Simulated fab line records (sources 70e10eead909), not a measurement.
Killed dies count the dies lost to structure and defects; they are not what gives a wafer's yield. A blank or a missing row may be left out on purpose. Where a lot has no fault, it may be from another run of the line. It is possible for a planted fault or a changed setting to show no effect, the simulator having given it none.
fab line records    flow nand_harc
record: lots: 6  wafers: 18  last_day: 32
route steps=1302 shown P_M1@287 END@1302
lots untouched by any fault: they come from a run of this same line in which no faults occurred
start_h: the number of hours between the record's first day and the start of the first shown wafer of the lot    wait_h: hours from the lot's prior step to this one    " same as the row above    L1.1+2: a row that stands for several wafers    - value missing, or start not given    * or withheld: withheld    < > ~ a bound
route shown NAME@n: names a module that has steps shown in the file, with the first one's number in the route    usual: mean and standard deviation over wafers with no fault    same: alike in all rows    chamber/n: place in a boat    sites: the reading at each site    _std_site: the standard deviation of these    _edge_site: inner sites' mean taken away from outer sites' mean    radius_mm: how far each site lies from the wafer's centre    mask NAME#n: copy n    behind: the most recent tool/chamber to have shaped the wafer    hold: reason for holding the lot/hours on hold/outcome of the hold    device: the n, p or np transistor that did not switch    end of line: at the end of the route, the tests of the same wafers    a step without rows: its recipe alone    killed: the dies lost at the first sort to structure and to defects; this is not the yield of the wafer    map: dies across one wafer; x = killed, . = not, _ = none there
set.NAME: the setting that was run; set.NAME@STEP: the one run at that earlier step    model.NAME: the simulator's own value behind a step, which no gauge read
a table for each step, a row for each wafer; lots at some steps of the route
services: from which hour (start_h, from the record's first day; less than 0 if before it) a tool's chamber was out of use, for how many hours, and why
== steps ==
step: NHARC_P_M1_HMDS_02
recipe: time_s: 30
step: NHARC_P_M1_COAT_34
recipe: temp_c: 200  time_s: 65
step: NHARC_P_M1_COAT_03
recipe: spin_rpm: 1500  resist_thk_nm: 90
step: NHARC_P_M1_SOFTBAKE_04
recipe: temp_c: 105  time_s: 55
step: NHARC_P_M1_EBR_05
step: NHARC_P_M1_EXPOSE_06
recipe: na: 1.35  target_cd_nm: 130  dose_mj: 81.88  mask_id: P_M1
step: NHARC_P_M1_PEB_07
recipe: peb_temp_c: 100  peb_time_s: 65
step: NHARC_P_M1_DEVELOP_08
recipe: develop_time_s: 35  dev_temp_c: 23
step: NHARC_P_M1_CD_MEAS_09
recipe: target_cd_nm: 130  landing_energy_ev: 500
usual: cd_nm: 129.9/0.57
lot.wafer  tool       chamber  start_h  wait_h  cd_nm
L102.3     cd_sem-02  0        122.92   -       130.3
L102.4     "          0        "        "       129.6
L102.6     "          0        "        "       130.1
L103.2     cd_sem-03  0        137.32   -       131.3
L103.4     "          0        "        "       130.2
L103.5     "          0        "        "       131.4
L111.4     cd_sem-01  0        231.73   -       129.6
L111.5     "          0        "        "       130.3
L111.6     "          0        "        "       129.2
L112.1     cd_sem-01  0        235.32   -       129.7
L112.4     "          0        "        "       129.7
L112.5     "          0        "        "       130.0
L115.2     cd_sem-03  0        252.13   -       130.1
L115.3     "          0        "        "       129.6
L115.5     "          0        "        "       130.0
L122.1     cd_sem-02  0        322.15   -       129.3
L122.3     "          0        "        "       129.5
L122.6     "          0        "        "       128.8
step: NHARC_P_M1_OVL_MEAS_10
recipe: pitch_nm: 260
usual: overlay_x_nm: 0.2/0.88  overlay_y_nm: -0.1/0.7
lot.wafer  tool        chamber  start_h  wait_h  overlay_x_nm  overlay_y_nm
L102.3     overlay-02  -        123.00   -       -2.2          0.3
L102.4     "           -        "        "       -1.8          0.2
L102.6     "           -        "        "       -1.7          0.3
L103.2     overlay-02  -        137.41   -       -1.1          -1.2
L103.4     "           -        "        "       -1.4          -0.8
L103.5     "           -        "        "       -1.3          -0.3
L111.4     overlay-02  -        231.81   -       0.3           -1.1
L111.5     "           -        "        "       0.3           -0.6
L111.6     "           -        "        "       0.2           -1.2
L112.1     overlay-02  -        235.41   -       0.8           0.4
L112.4     "           -        "        "       1.0           -0.3
L112.5     "           -        "        "       1.3           -0.2
L115.2     overlay-02  -        252.21   -       0.6           1.1
L115.3     "           -        "        "       -0.7          0.6
L115.5     "           -        "        "       -0.5          1.2
L122.1     overlay-01  -        322.23   -       0.6           -0.9
L122.3     "           -        "        "       0.7           -0.6
L122.6     "           -        "        "       1.0           -0.5
step: NHARC_P_M1_INSPECT_11
usual: raw_defect_count: 4.7/2.7
lot.wafer  tool               chamber  start_h  wait_h  raw_defect_count
L102.3     defect_inspect-02  -        123.04   0.0     3
L102.4     "                  -        "        "       2
L102.6     "                  -        "        "       1
L103.2     defect_inspect-01  -        137.45   0.0     1
L103.4     "                  -        "        "       3
L103.5     "                  -        "        "       2
L111.4     defect_inspect-02  -        231.85   0.0     4
L111.5     "                  -        "        "       10
L111.6     "                  -        "        "       7
L112.1     defect_inspect-02  -        235.44   0.0     4
L112.4     "                  -        "        "       2
L112.5     "                  -        "        "       3
L115.2     defect_inspect-01  -        252.25   0.0     4
L115.3     "                  -        "        "       7
L115.5     "                  -        "        "       6
L122.1     defect_inspect-02  -        322.27   0.0     4
L122.3     "                  -        "        "       3
L122.6     "                  -        "        "       3
step: NHARC_P_M1_DESCUM_14
recipe: time_s: 3  o2_flow_sccm: 200  ar_flow_sccm: 0  bias_power_w: 0  chemistry: O2
usual: drypump_motor_current_A: 5.7/0.52  oes_product_au: 1.000/0.01  rf_vpp_V: 58.0/0.89  showerhead_plenum_p_Torr: 1.96/0.063  throttle_valve_pct: 11.311/0.01
lot.wafer  tool         chamber  start_h  wait_h  drypump_motor_current_A  oes_product_au  rf_hours_counter_h  rf_vpp_V  showerhead_plenum_p_Torr  throttle_valve_pct
L102.4     rie_diel-05  3        123.10   0.1     5.0                      0.988           6                   57.4      1.96                      11.308
L102.3     "            0        "        "       5.0                      0.985           5                   57.0      1.86                      11.310
L102.6     "            3        "        "       5.0                      0.988           -                   57.0      1.96                      11.312
L103.2     rie_diel-09  1        137.51   0.1     5.5                      0.988           9                   58.1      1.93                      11.301
L103.4     "            3        "        "       5.4                      0.993           10                  57.9      2.01                      11.306
L103.5     "            2        "        "       6.3                      0.991           -                   59.7      2.02                      11.313
L111.4     rie_diel-09  3        231.94   0.1     5.4                      0.994           -                   58.6      2.01                      11.319
L111.6     "            0        "        "       6.3                      0.985           -                   57.1      1.91                      11.301
L111.5     "            1        "        "       5.5                      1.003           -                   57.8      1.93                      11.309
L112.1     rie_diel-09  1        235.51   0.1     5.5                      0.999           5                   59.1      1.93                      11.308
L112.4     "            1        "        "       5.5                      0.995           -                   57.3      1.93                      11.307
L112.5     "            3        "        "       5.4                      0.998           -                   57.9      2.01                      11.297
L115.3     rie_diel-05  1        252.32   0.1     5.5                      1.013           1                   58.4      1.99                      11.318
L115.2     "            2        "        "       6.4                      1.008           1                   58.5      2.05                      11.326
L115.5     "            0        "        "       5.0                      0.992           -                   57.7      1.85                      11.307
L122.3     rie_diel-08  1        322.33   0.1     5.8                      1.001           42                  58.0      1.99                      11.316
L122.1     "            0        "        "       5.9                      0.998           32                  58.8      2.01                      11.290
L122.6     "            2        "        "       5.8                      1.009           -                   56.6      1.99                      11.316
step: NHARC_P_M1_ETCH_35
recipe: target_depth_a: 400  overetch_a: 120  time_s: 43.94  ion_energy_ev: 200  n2_flow_sccm: 150  h2_flow_sccm: 150  ar_flow_sccm: 0  rf_w: 400  bias_w: 150  chemistry: N2/H2
usual: bias_w: 150.0/0.45  chamber_pressure_mTorr: 30.001/0.028  drypump_motor_current_A: 5.7/0.51  oes_product_au: 1.002/0.0093  rf_fwd_power_W: 395.3/1.8  rf_vpp_V: 431.9/1.9  showerhead_plenum_p_Torr: 2.09/0.071  throttle_valve_pct: 14.170/0.0081
lot.wafer  tool         chamber  start_h  wait_h  bias_w  chamber_pressure_mTorr  drypump_motor_current_A  oes_product_au  rf_fwd_power_W  rf_hours_counter_h  rf_vpp_V  showerhead_plenum_p_Torr  throttle_valve_pct
L102.4     rie_diel-05  3        123.19   0.1     150.5   29.971                  5.0                      0.997           398.6           6                   431.4     2.09                      14.180
L102.3     "            1        "        "       149.5   29.969                  5.4                      1.004           393.0           4                   433.0     2.13                      14.161
L102.6     "            3        "        "       149.8   29.973                  4.9                      0.996           399.1           -                   431.3     2.09                      14.184
L103.4     rie_diel-09  2        137.60   0.1     149.7   30.002                  6.3                      0.998           395.5           10                  433.2     2.15                      14.174
L103.2     "            3        "        "       149.9   30.038                  5.5                      0.983           396.6           10                  432.6     2.14                      14.163
L103.5     "            1        "        "       149.1   30.049                  5.5                      1.002           394.2           -                   430.8     2.06                      14.172
L111.4     rie_diel-09  3        232.03   0.1     -       -                       -                        -               -               -                   -         -                         -
L111.5     "            0        "        "       -       -                       -                        -               -               -                   -         -                         -
L111.6     "            1        "        "       -       -                       -                        -               -               -                   -         -                         -
L112.4     rie_diel-09  3        235.61   0.1     -       -                       -                        -               -               -                   -         -                         -
L112.1     "            0        "        "       -       -                       -                        -               -               -                   -         -                         -
L112.5     "            3        "        "       -       -                       -                        -               -               -                   -         -                         -
L115.3     rie_diel-05  1        252.40   0.1     150.0   29.972                  5.4                      1.014           393.7           1                   430.6     2.13                      14.180
L115.2     "            2        "        "       151.1   30.053                  6.4                      1.011           393.5           1                   433.0     2.19                      14.150
L115.5     "            0        "        "       150.1   30.006                  5.0                      0.996           396.9           -                   430.0     1.97                      14.174
L122.3     rie_diel-08  0        322.42   0.1     149.5   29.973                  5.8                      0.991           394.0           32                  434.9     2.14                      14.162
L122.1     "            1        "        "       150.1   29.982                  5.9                      1.006           398.5           42                  432.7     2.12                      14.169
L122.6     "            0        "        "       149.9   29.994                  5.9                      1.006           395.6           -                   434.2     2.14                      14.166
step: NHARC_P_M1_ETCH_15
recipe: target_depth_a: 1825  time_s: 91.2  c4f8_flow_sccm: withheld  ar_flow_sccm: 400  rf_w: 600  bias_w: 300  chemistry: C4F8/Ar
usual: bias_w: 299.8/0.91  chamber_pressure_mTorr: 25.003/0.02  oes_product_au: 0.954/0.023  rf_fwd_power_W: 595.8/2.1  rf_vpp_V: 442.4/2
lot.wafer  tool         chamber  start_h  wait_h  bias_w  chamber_pressure_mTorr  oes_product_au  rf_fwd_power_W  rf_hours_counter_h  rf_vpp_V
L102.4     rie_diel-05  3        -        -       301.8   24.990                  0.946           599.8           6                   442.4
L102.3     "            0        "        "       298.8   24.988                  0.944           595.1           5                   438.0
L102.6     "            3        "        "       300.9   24.977                  0.955           595.6           -                   443.4
L103.4     rie_diel-09  0        -        -       299.0   25.006                  0.918           599.1           10                  440.7
L103.2     "            1        "        "       299.6   25.025                  0.912           598.0           9                   442.2
L103.5     "            0        "        "       299.3   24.966                  0.919           600.0           -                   441.1
L111.4     rie_diel-09  3        232.14   0.1     301.0   25.002                  0.952           597.6           -                   442.7
L111.5     "            0        "        "       301.1   25.002                  0.957           597.9           -                   440.7
L111.6     "            1        "        "       298.7   25.016                  0.952           594.3           -                   441.4
L112.1     rie_diel-09  2        235.70   0.1     300.0   25.030                  0.927           598.6           4                   444.2
L112.4     "            3        "        "       299.8   24.995                  0.965           598.3           5                   443.4
L112.5     "            1        "        "       298.7   24.991                  0.956           594.2           -                   442.1
L115.2     rie_diel-05  3        -        -       298.9   25.018                  0.993           596.8           1                   442.7
L115.3     "            2        "        "       300.6   25.029                  0.984           596.9           1                   445.5
L115.5     "            3        "        "       300.1   24.982                  0.974           596.0           -                   443.0
L122.1     rie_diel-08  1        -        -       300.3   25.014                  0.927           593.8           42                  443.5
L122.3     "            3        "        "       299.0   25.017                  0.919           593.4           36                  438.5
L122.6     "            0        "        "       300.8   25.012                  0.932           593.0           -                   445.1
step: NHARC_END_SORT_01
recipe: temp_c: 25
usual: defect_limited_yield: 90.6/2.3  killed_at_array: 59/16  killed_at_other: 0.8/1.1  killed_at_periphery: 3.6/2.4  killed_dies: 64/16  killed_open: 3.4/1.8  killed_short: 2.5/1.6
same: gross_dies: 677
lot.wafer  tool       chamber  start_h  wait_h  defect_limited_yield[%]  killed_at_array  killed_at_other  killed_at_periphery  killed_dies  killed_open  killed_short
L102.3     prober-01  0        565.94   3.1     86.9                     86               0                3                    89           1            3
L102.4     prober-01  0        566.75   3.4     87.7                     78               0                5                    83           3            0
L102.6     prober-01  0        568.35   4.0     84.5                     99               0                6                    105          3            2
L111.4     prober-02  0        692.50   3.4     0                        67               2                608                  677          1            5
L111.5     prober-02  0        693.30   3.7     0                        52               1                624                  677          4            1
L111.6     prober-02  0        694.10   4.0     0                        63               1                613                  677          5            3
L112.1     prober-02  0        697.89   2.5     0                        74               0                603                  677          1            4
L112.4     prober-02  0        700.32   3.4     0                        60               2                615                  677          0            1
L112.5     prober-02  0        701.13   3.7     0                        88               0                589                  677          5            2
killed by level:class
L102.3 A_CHANNEL_HOLE_D2:chamber_film_flake=29 A_CHANNEL_HOLE_D1:chamber_film_flake=28 A_SLIT:chamber_film_flake=15 A_STAIRCASE:chamber_film_flake=4 A_WL_FILL:chamber_film_flake=3 A_CONTACT:chamber_film_flake=3 A_SOURCE_PLATE:geometric_particle:short=1 A_CHANNEL_FILL_D1:geometric_particle:short=1
L102.4 A_CHANNEL_HOLE_D2:chamber_film_flake=28 A_SLIT:chamber_film_flake=22 A_CHANNEL_HOLE_D1:chamber_film_flake=19 A_CONTACT:chamber_film_flake=4 P_M2:chamber_film_flake=2 A_DECK1_JOINT:chamber_film_flake=2 P_GATE:geometric_particle:open=1 P_M0:geometric_particle:open=1
L102.6 A_CHANNEL_HOLE_D1:chamber_film_flake=36 A_CHANNEL_HOLE_D2:chamber_film_flake=34 A_SLIT:chamber_film_flake=17 A_CONTACT:chamber_film_flake=7 P_M2:chamber_film_flake=4 P_GATE:geometric_particle:open=1 P_CONTACT:geometric_particle:open=1 A_CHANNEL_FILL_D1:geometric_particle:short=1
L111.4 P_M1:area_etch=605 A_CHANNEL_HOLE_D1:chamber_film_flake=32 A_CHANNEL_HOLE_D2:chamber_film_flake=21 A_CONTACT:chamber_film_flake=3 P_M0:chamber_film_flake=3 A_STAIRCASE:chamber_film_flake=3 A_WL_FILL:geometric_particle:short=2 STARTING-WAFER:geometric_particle:short=2
L111.5 P_M1:area_etch=617 A_CHANNEL_HOLE_D1:chamber_film_flake=20 A_CHANNEL_HOLE_D2:chamber_film_flake=15 P_M0:chamber_film_flake=5 A_DECK1_JOINT:chamber_film_flake=5 A_CONTACT:chamber_film_flake=4 A_STAIRCASE:chamber_film_flake=2 P_M2:geometric_particle:open=1
L111.6 P_M1:area_etch=604 A_CHANNEL_HOLE_D1:chamber_film_flake=30 A_CHANNEL_HOLE_D2:chamber_film_flake=15 P_M0:chamber_film_flake=6 A_CONTACT:chamber_film_flake=4 A_STAIRCASE:chamber_film_flake=4 A_DECK1_JOINT:chamber_film_flake=3 A_WL_FILL:geometric_particle:open=2
L112.1 P_M1:area_etch=601 A_SLIT:chamber_film_flake=34 A_CHANNEL_HOLE_D1:chamber_film_flake=30 A_CONTACT:chamber_film_flake=3 P_M0:chamber_film_flake=2 A_SOURCE_PLATE:geometric_particle:short=1 A_DECK1_JOINT:geometric_particle:short=1 A_CHANNEL_FILL_D2:geometric_particle:short=1
L112.4 P_M1:area_etch=615 A_CHANNEL_HOLE_D1:chamber_film_flake=27 A_SLIT:chamber_film_flake=26 A_STAIRCASE:chamber_film_flake=2 A_CHANNEL_FILL_D1:chamber_film_flake=2 A_CONTACT:chamber_film_flake=2 THIN_TSV:chamber_film_flake=2 A_CONTACT:geometric_particle:short=1
L112.5 P_M1:area_etch=584 A_SLIT:chamber_film_flake=40 A_CHANNEL_HOLE_D1:chamber_film_flake=38 P_M0:chamber_film_flake=2 A_DECK1_JOINT:chamber_film_flake=2 A_WL_FILL:chamber_film_flake=2 P_GATE:geometric_particle:open=1 P_M0:geometric_particle:open=1
map L111.4 (x killed, . not)
____________x____________
_________xxxxxxx_________
_______xxxxxxxxxxx_______
______xxxxxxxxxxxxx______
_____xxxxxxxxxxxxxxx_____
____xxxxxxxxxxxxxxxxx____
____xxxxxxxxxxxxxxxxx____
___xxxxxxxxxxxxxxxxxxx___
___xxxxxxxxxxxxxxxxxxx___
__xxxxxxxxxxxxxxxxxxxxx__
__xxxxxxxxxxxxxxxxxxxxx__
_xxxxxxxxxxxxxxxxxxxxxxx_
_xxxxxxxxxxxxxxxxxxxxxxx_
_xxxxxxxxxxxxxxxxxxxxxxx_
_xxxxxxxxxxxxxxxxxxxxxxx_
_xxxxxxxxxxxxxxxxxxxxxxx_
xxxxxxxxxxxxxxxxxxxxxxxxx
xxxxxxxxxxxxxxxxxxxxxxxxx
xxxxxxxxxxxxxxxxxxxxxxxxx
xxxxxxxxxxxxxxxxxxxxxxxxx
xxxxxxxxxxxxxxxxxxxxxxxxx
_xxxxxxxxxxxxxxxxxxxxxxx_
_xxxxxxxxxxxxxxxxxxxxxxx_
_xxxxxxxxxxxxxxxxxxxxxxx_
_xxxxxxxxxxxxxxxxxxxxxxx_
_xxxxxxxxxxxxxxxxxxxxxxx_
__xxxxxxxxxxxxxxxxxxxxx__
__xxxxxxxxxxxxxxxxxxxxx__
___xxxxxxxxxxxxxxxxxxx___
___xxxxxxxxxxxxxxxxxxx___
____xxxxxxxxxxxxxxxxx____
____xxxxxxxxxxxxxxxxx____
_____xxxxxxxxxxxxxxx_____
______xxxxxxxxxxxxx______
_______xxxxxxxxxxx_______
_________xxxxxxx_________
____________x____________
map L112.1 (x killed, . not)
____________x____________
_________xxxxxxx_________
_______xxxxxxxxxxx_______
______xxxxxxxxxxxxx______
_____xxxxxxxxxxxxxxx_____
____xxxxxxxxxxxxxxxxx____
____xxxxxxxxxxxxxxxxx____
___xxxxxxxxxxxxxxxxxxx___
___xxxxxxxxxxxxxxxxxxx___
__xxxxxxxxxxxxxxxxxxxxx__
__xxxxxxxxxxxxxxxxxxxxx__
_xxxxxxxxxxxxxxxxxxxxxxx_
_xxxxxxxxxxxxxxxxxxxxxxx_
_xxxxxxxxxxxxxxxxxxxxxxx_
_xxxxxxxxxxxxxxxxxxxxxxx_
_xxxxxxxxxxxxxxxxxxxxxxx_
xxxxxxxxxxxxxxxxxxxxxxxxx
xxxxxxxxxxxxxxxxxxxxxxxxx
xxxxxxxxxxxxxxxxxxxxxxxxx
xxxxxxxxxxxxxxxxxxxxxxxxx
xxxxxxxxxxxxxxxxxxxxxxxxx
_xxxxxxxxxxxxxxxxxxxxxxx_
_xxxxxxxxxxxxxxxxxxxxxxx_
_xxxxxxxxxxxxxxxxxxxxxxx_
_xxxxxxxxxxxxxxxxxxxxxxx_
_xxxxxxxxxxxxxxxxxxxxxxx_
__xxxxxxxxxxxxxxxxxxxxx__
__xxxxxxxxxxxxxxxxxxxxx__
___xxxxxxxxxxxxxxxxxxx___
___xxxxxxxxxxxxxxxxxxx___
____xxxxxxxxxxxxxxxxx____
____xxxxxxxxxxxxxxxxx____
_____xxxxxxxxxxxxxxx_____
______xxxxxxxxxxxxx______
_______xxxxxxxxxxx_______
_________xxxxxxx_________
____________x____________
== services ==
tool         chamber  start_h  hours  kind
rie_diel-05  1        107.19   12.4   repair
rie_diel-09  0        122.10   -      clean
rie_diel-09  1        122.10   -      clean
rie_diel-09  2        122.10   -      clean
rie_diel-09  3        122.10   -      clean
rie_diel-05  0        130.62   3.1    repair
rie_diel-08  -        138.10   2.1    repair
rie_diel-09  -        143.10   9.0    pm
rie_diel-09  0        143.10   9.0    vent_cycle
rie_diel-09  1        143.10   9.0    vent_cycle
rie_diel-09  2        143.10   9.0    vent_cycle
rie_diel-09  -        158.59   0.2    repair
rie_diel-08  -        159.08   1.3    repair
rie_diel-08  -        194.69   9.0    pm
rie_diel-09  2        224.57   11.0   repair
rie_diel-05  -        229.60   9.0    pm
rie_diel-08  0        242.30   1.6    repair
rie_diel-09  1        254.00   2.1    repair
rie_diel-09  2        254.46   2.9    repair
rie_diel-08  0        297.13   25.0   repair
rie_diel-09  0        297.54   1.7    repair
rie_diel-08  2        297.85   14.8   repair
rie_diel-05  2        318.10   5.7    repair
rie_diel-09  -        320.10   9.0    pm
== key ==
first_sign: step: NHARC_P_M1_ETCH_35  reading: tool_record  direction: missing
effect: step: NHARC_END_SORT_01  reading: killed_at_periphery  direction: up  sigmas: 99+  usual: 3.6  struck: 608.7
more_kills_born_at: NHARC_P_M1_ETCH_35@rie_diel-09: 3626
met_at NHARC_P_M1_ETCH_35
struck_wafers L111.4,L111.5,L111.6,L112.1,L112.4,L112.5
later_rows_left_out L111.4,L111.5,L111.6,L112.1,L112.4,L112.5
onset_between 137.60 232.03
fault: kind: skipped_step_whole  tool: rie_diel-09  chamber: -  onset_h: 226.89  steps: NHARC_P_M1_ETCH_35  scope: struck_lots_only
later_rows_left_out: the simulator's readings of these wafers behind a module that went badly wrong aren't trusted and aren't shown, but for the sort
